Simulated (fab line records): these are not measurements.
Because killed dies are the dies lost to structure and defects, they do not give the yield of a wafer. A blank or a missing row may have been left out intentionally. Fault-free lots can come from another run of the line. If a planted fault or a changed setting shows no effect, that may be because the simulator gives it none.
Which tool was responsible? :: flow nand harc :: 42 wafers from 14 lots sampled at 4 of the route's 1159 steps

== WHAT THE GAUGES SHOWED, per wafer ==
The record holds no reading of a measuring or inspecting step that can be judged against a usual standard deviation.

== TOOL THAT RAN EACH LOT (tool first, then ch and the chambers of the sampled wafers, then the start) ==
lot: L673
NHARC_A_WL_FILL_CVD_03: cvd w-02 ch 0,1, day 15 05:13
NHARC_A_WL_FILL_ETCHBACK_04: rie metal-03 ch 0,1, day 15 08:07
NHARC_A_WL_FILL_STRIP_27: plasma asher-02 ch 0,1, day 15 08:43
NHARC_A_WL_FILL_ETCHBACK_17: rie metal-02 ch 0,1, day 15 19:05

lot: L675
NHARC_A_WL_FILL_CVD_03: cvd w-01 ch 0, day 15 05:23
NHARC_A_WL_FILL_ETCHBACK_04: rie metal-02 ch 0,1, day 15 08:16
NHARC_A_WL_FILL_STRIP_27: plasma asher-01 ch 0,1, day 15 08:47
NHARC_A_WL_FILL_ETCHBACK_17: rie metal-01 ch 0,1, day 15 20:48

lot: L672
NHARC_A_WL_FILL_CVD_03: cvd w-02 ch 0,1, day 15 09:20
NHARC_A_WL_FILL_ETCHBACK_04: rie metal-02 ch 0,1, day 15 12:39
NHARC_A_WL_FILL_STRIP_27: plasma asher-02 ch 0,1, day 15 13:02
NHARC_A_WL_FILL_ETCHBACK_17: rie metal-01 ch 0,1, day 16 02:37

lot: L677
NHARC_A_WL_FILL_CVD_03: cvd w-02 ch 0,1, day 15 17:21
NHARC_A_WL_FILL_ETCHBACK_04: rie metal-01 ch 0, day 15 19:50
NHARC_A_WL_FILL_STRIP_27: plasma asher-01 ch 0,1, day 15 20:20
NHARC_A_WL_FILL_ETCHBACK_17: rie metal-03 ch 0,1, day 16 06:23

lot: L680
NHARC_A_WL_FILL_CVD_03: cvd w-01 ch 0, day 17 05:26
NHARC_A_WL_FILL_ETCHBACK_04: rie metal-03 ch 0,1, day 17 08:21
NHARC_A_WL_FILL_STRIP_27: plasma asher-02 ch 0, day 17 08:47
NHARC_A_WL_FILL_ETCHBACK_17: rie metal-02 ch 0,1, day 17 18:49

lot: L682
NHARC_A_WL_FILL_CVD_03: cvd w-01 ch 0, day 17 12:07
NHARC_A_WL_FILL_ETCHBACK_04: rie metal-01 ch 0,1, day 17 18:18
NHARC_A_WL_FILL_STRIP_27: plasma asher-02 ch 0,1, day 17 18:41
NHARC_A_WL_FILL_ETCHBACK_17: rie metal-02 ch 0,1, day 18 10:51

lot: L686
NHARC_A_WL_FILL_CVD_03: cvd w-02 ch 0,1, day 18 05:10
NHARC_A_WL_FILL_ETCHBACK_04: rie metal-02 ch 0,1, day 18 08:02
NHARC_A_WL_FILL_STRIP_27: plasma asher-01 ch 0, day 18 08:24
NHARC_A_WL_FILL_ETCHBACK_17: rie metal-03 ch 0,1, day 18 21:19

lot: L688
NHARC_A_WL_FILL_CVD_03: cvd w-02 ch 0,1, day 18 08:31
NHARC_A_WL_FILL_ETCHBACK_04: rie metal-01 ch 0,1, day 18 11:23
NHARC_A_WL_FILL_STRIP_27: plasma asher-01 ch 0,1, day 18 11:46
NHARC_A_WL_FILL_ETCHBACK_17: rie metal-01 ch 0,1, day 19 00:22

lot: L685
NHARC_A_WL_FILL_CVD_03: cvd w-02 ch 0,1, day 18 12:51
NHARC_A_WL_FILL_ETCHBACK_04: rie metal-02 ch 0,1, day 18 14:52
NHARC_A_WL_FILL_STRIP_27: plasma asher-02 ch 0,1, day 18 15:21
NHARC_A_WL_FILL_ETCHBACK_17: rie metal-03 ch 0,1, day 19 01:41

lot: L689
NHARC_A_WL_FILL_CVD_03: cvd w-01 ch 0,1, day 19 01:11
NHARC_A_WL_FILL_ETCHBACK_04: rie metal-03 ch 0,1, day 19 04:03
NHARC_A_WL_FILL_STRIP_27: plasma asher-01 ch 0,1, day 19 05:05
NHARC_A_WL_FILL_ETCHBACK_17: rie metal-01 ch 0,1, day 19 17:09

lot: L691
NHARC_A_WL_FILL_CVD_03: cvd w-01 ch 0,1, day 19 13:55
NHARC_A_WL_FILL_ETCHBACK_04: rie metal-02 ch 0,1, day 19 17:20
NHARC_A_WL_FILL_STRIP_27: plasma asher-01 ch 0, day 19 17:40
NHARC_A_WL_FILL_ETCHBACK_17: rie metal-01 ch 0,1, day 20 03:42

lot: L692
NHARC_A_WL_FILL_CVD_03: cvd w-02 ch 0,1, day 20 06:19
NHARC_A_WL_FILL_ETCHBACK_04: rie metal-03 ch 0,1, day 20 09:39
NHARC_A_WL_FILL_STRIP_27: plasma asher-01 ch 0,1, day 20 10:02
NHARC_A_WL_FILL_ETCHBACK_17: rie metal-01 ch 0,1, day 20 20:07

lot: L694
NHARC_A_WL_FILL_CVD_03: cvd w-01 ch 0,1, day 20 07:48
NHARC_A_WL_FILL_ETCHBACK_04: rie metal-01 ch 0,1, day 20 10:13
NHARC_A_WL_FILL_STRIP_27: plasma asher-02 ch 0,1, day 20 10:34
NHARC_A_WL_FILL_ETCHBACK_17: rie metal-03 ch 0,1, day 20 20:05

lot: L695
NHARC_A_WL_FILL_CVD_03: cvd w-01 ch 0,1, day 21 14:26
NHARC_A_WL_FILL_ETCHBACK_04: rie metal-01 ch 0,1, day 21 16:24
NHARC_A_WL_FILL_STRIP_27: plasma asher-02 ch 0,1, day 21 16:57
NHARC_A_WL_FILL_ETCHBACK_17: rie metal-02 ch 0,1, day 22 05:28
- NHARC_A_WL_FILL_CVD_03: deposits W, target thk 40 nm, time 3302 s.
- NHARC_A_WL_FILL_ETCHBACK_04: etches the open film in NF3, target depth 60 nm, time 120 s.
- NHARC_A_WL_FILL_STRIP_27: strips in N2/H2, time 20 s.
- NHARC_A_WL_FILL_ETCHBACK_17: etches the open film in Cl2/BCl3, target depth 4 nm, time 26.7 s.

== WHAT THE TOOLS THEMSELVES READ (means of the sampled wafers that have a number; where no wafer has one, the mark that the record gives instead) ==
NHARC_A_WL_FILL_CVD_03. Usual: chamber pressure Torr 40.00 Torr, standard deviation 0.092; heater power w 474 W, standard deviation 37; mfc ar sccm 1560 sccm, standard deviation 4.6; throttle valve pct 8.1 %, standard deviation 0.32.
lot: L673
tool: cvd w-02
chamber pressure Torr (Torr): 39.94
heater power w (W): 478
mfc ar sccm (sccm): 1563
throttle valve pct (%): 7.8
flag: 

lot: L675
tool: cvd w-01
chamber pressure Torr (Torr): 40.01
heater power w (W): 508
mfc ar sccm (sccm): 1560
throttle valve pct (%): 8.2
flag: 

lot: L672
tool: cvd w-02
chamber pressure Torr (Torr): 40.11
heater power w (W): 474
mfc ar sccm (sccm): 1564
throttle valve pct (%): 7.8
flag: 

lot: L677
tool: cvd w-02
chamber pressure Torr (Torr): 39.91
heater power w (W): 450
mfc ar sccm (sccm): 1555
throttle valve pct (%): 8.0
flag: 

lot: L680
tool: cvd w-01
chamber pressure Torr (Torr): 40.00
heater power w (W): 511
mfc ar sccm (sccm): 1558
throttle valve pct (%): 8.0
flag: 

lot: L682
tool: cvd w-01
chamber pressure Torr (Torr): 39.99
heater power w (W): 511
mfc ar sccm (sccm): 1557
throttle valve pct (%): 8.2
flag: 

lot: L686
tool: cvd w-02
chamber pressure Torr (Torr): 39.91
heater power w (W): 445
mfc ar sccm (sccm): 1561
throttle valve pct (%): 8.0
flag: 

lot: L688
tool: cvd w-02
chamber pressure Torr (Torr): 40.01
heater power w (W): 443
mfc ar sccm (sccm): 1562
throttle valve pct (%): 7.9
flag: 

lot: L685
tool: cvd w-02
chamber pressure Torr (Torr): 40.02
heater power w (W): 453
mfc ar sccm (sccm): 1558
throttle valve pct (%): 7.8
flag: 

lot: L689
tool: cvd w-01
chamber pressure Torr (Torr): 39.96
heater power w (W): 490
mfc ar sccm (sccm): 1562
throttle valve pct (%): 8.0
flag: 

lot: L691
tool: cvd w-01
chamber pressure Torr (Torr): 40.05
heater power w (W): 501
mfc ar sccm (sccm): 1566
throttle valve pct (%): 8.4
flag: 

lot: L692
tool: cvd w-02
chamber pressure Torr (Torr): 40.11
heater power w (W): 476
mfc ar sccm (sccm): 1564
throttle valve pct (%): 8.0
flag: 

lot: L694
tool: cvd w-01
chamber pressure Torr (Torr): 39.96
heater power w (W): 498
mfc ar sccm (sccm): 1563
throttle valve pct (%): 8.1
flag: 

lot: L695
tool: cvd w-01
chamber pressure Torr (Torr): 39.99
heater power w (W): 470
mfc ar sccm (sccm): 1557
throttle valve pct (%): 8.0
flag: 

NHARC_A_WL_FILL_ETCHBACK_04. Usual: drypump motor current A 5.6 A, standard deviation 0.37; oes product au 0.994 a.u., standard deviation 0.01; run length s 141.3 s, standard deviation 0.44.
lot: L673
tool: rie metal-03
drypump motor current A (A): 5.3
oes product au (a.u.): 1.002
run length s (s): 142.1
flag: 

lot: L675
tool: rie metal-02
drypump motor current A (A): 5.4
oes product au (a.u.): 1.012
run length s (s): 141.3
flag: 

lot: L672
tool: rie metal-02
drypump motor current A (A): 5.5
oes product au (a.u.): 1.003
run length s (s): 141.3
flag: 

lot: L677
tool: rie metal-01
drypump motor current A (A): 6.0
oes product au (a.u.): 0.985
run length s (s): 140.8
flag: 

lot: L680
tool: rie metal-03
drypump motor current A (A): 5.5
oes product au (a.u.): 0.994
run length s (s): 141.7
flag: 

lot: L682
tool: rie metal-01
drypump motor current A (A): 6.0
oes product au (a.u.): 0.986
run length s (s): 140.8
flag: 

lot: L686
tool: rie metal-02
drypump motor current A (A): 5.4
oes product au (a.u.): 0.997
run length s (s): 141.2
flag: 

lot: L688
tool: rie metal-01
drypump motor current A (A): 6.0
oes product au (a.u.): 0.983
run length s (s): 141.1
flag: 

lot: L685
tool: rie metal-02
drypump motor current A (A): 5.6
oes product au (a.u.): 0.989
run length s (s): 141.0
flag: 

lot: L689
tool: rie metal-03
drypump motor current A (A): 5.5
oes product au (a.u.): 0.999
run length s (s): 141.7
flag: 

lot: L691
tool: rie metal-02
drypump motor current A (A): 5.5
oes product au (a.u.): 1.002
run length s (s): 141.2
flag: 

lot: L692
tool: rie metal-03
drypump motor current A (A): 5.3
oes product au (a.u.): 1.005
run length s (s): 141.7
flag: 

lot: L694
tool: rie metal-01
drypump motor current A (A): 6.0
oes product au (a.u.): 0.984
run length s (s): 140.9
flag: 

lot: L695
tool: rie metal-01
drypump motor current A (A): 6.1
oes product au (a.u.): 0.990
run length s (s): 140.9
flag: 

NHARC_A_WL_FILL_STRIP_27. Usual: drypump motor current A 5.70 A, standard deviation 0.18; heater power w 329 W, standard deviation 20.
lot: L673
tool: plasma asher-02
drypump motor current A (A): 5.75
heater power w (W): 343
flag: 

lot: L675
tool: plasma asher-01
drypump motor current A (A): 5.75
heater power w (W): 317
flag: 

lot: L672
tool: plasma asher-02
drypump motor current A (A): 5.73
heater power w (W): 336
flag: 

lot: L677
tool: plasma asher-01
drypump motor current A (A): 5.76
heater power w (W): 324
flag: 

lot: L680
tool: plasma asher-02
drypump motor current A (A): 5.72
heater power w (W): 329
flag: 

lot: L682
tool: plasma asher-02
drypump motor current A (A): 5.73
heater power w (W): 346
flag: 

lot: L686
tool: plasma asher-01
drypump motor current A (A): 5.39
heater power w (W): 308
flag: 

lot: L688
tool: plasma asher-01
drypump motor current A (A): 5.75
heater power w (W): 322
flag: 

lot: L685
tool: plasma asher-02
drypump motor current A (A): 5.71
heater power w (W): 347
flag: 

lot: L689
tool: plasma asher-01
drypump motor current A (A): 5.75
heater power w (W): 317
flag: 

lot: L691
tool: plasma asher-01
drypump motor current A (A): 5.42
heater power w (W): 306
flag: 

lot: L692
tool: plasma asher-01
drypump motor current A (A): 5.59
heater power w (W): 305
flag: 

lot: L694
tool: plasma asher-02
drypump motor current A (A): 5.73
heater power w (W): 350
flag: 

lot: L695
tool: plasma asher-02
drypump motor current A (A): 5.72
heater power w (W): 348
flag: 

NHARC_A_WL_FILL_ETCHBACK_17. Usual: drypump motor current A 5.7 A, standard deviation 0.36; oes product au 0.991 a.u., standard deviation 0.0093; run length s 47.9 s, standard deviation 0.43.
lot: L673
tool: rie metal-02
drypump motor current A (A): 5.5
oes product au (a.u.): 1.002
run length s (s): 47.9
flag: 

lot: L675
tool: rie metal-01
drypump motor current A (A): 6.0
oes product au (a.u.): 0.985
run length s (s): 47.5
flag: 

lot: L672
tool: rie metal-01
drypump motor current A (A): 6.1
oes product au (a.u.): 0.988
run length s (s): 47.5
flag: 

lot: L677
tool: rie metal-03
drypump motor current A (A): 5.3
oes product au (a.u.): 0.993
run length s (s): 48.6
flag: 

lot: L680
tool: rie metal-02
drypump motor current A (A): 5.5
oes product au (a.u.): 0.991
run length s (s): 36.2
flag: OFF

lot: L682
tool: rie metal-02
drypump motor current A (A): 5.4
oes product au (a.u.): 0.997
run length s (s): 36.4
flag: OFF

lot: L686
tool: rie metal-03
drypump motor current A (A): 5.5
oes product au (a.u.): 0.999
run length s (s): 48.5
flag: 

lot: L688
tool: rie metal-01
drypump motor current A (A): 6.1
oes product au (a.u.): 0.984
run length s (s): 47.6
flag: 

lot: L685
tool: rie metal-03
drypump motor current A (A): 5.3
oes product au (a.u.): 1.002
run length s (s): 48.5
flag: 

lot: L689
tool: rie metal-01
drypump motor current A (A): 6.0
oes product au (a.u.): 0.990
run length s (s): 47.7
flag: 

lot: L691
tool: rie metal-01
drypump motor current A (A): 6.1
oes product au (a.u.): 0.998
run length s (s): 47.7
flag: 

lot: L692
tool: rie metal-01
drypump motor current A (A): 6.1
oes product au (a.u.): 0.988
run length s (s): 47.6
flag: 

lot: L694
tool: rie metal-03
drypump motor current A (A): 5.3
oes product au (a.u.): 0.997
run length s (s): 48.4
flag: 

lot: L695
tool: rie metal-02
drypump motor current A (A): 5.5
oes product au (a.u.): 0.998
run length s (s): 47.6
flag: 

== THE ANSWER, worked out from the rows above alone ==
Rule: a lot is off if the mean of its wafers that have a number lies more than 3 standard deviations from the usual mean. Also off: a lot with no number at a reading for which 4 or more lots have one. Any other lot the step has rows for is counted as sound. First the gauges in route order, then the tools' own readings, where a lot's mean is used as printed above. At the first step where some lot is off, the reading lying furthest off is the one used; lots without a number count as furthest.
Off: L680, L682, at NHARC_A_WL_FILL_ETCHBACK_17 (run length s).
If a tool, at that step or one of the process steps before it, ran each lot that is off and ran no sound lot following the first of them, it fits. None of those tried fits.

== WHAT WAS PUT IN BY THE SIMULATOR ==
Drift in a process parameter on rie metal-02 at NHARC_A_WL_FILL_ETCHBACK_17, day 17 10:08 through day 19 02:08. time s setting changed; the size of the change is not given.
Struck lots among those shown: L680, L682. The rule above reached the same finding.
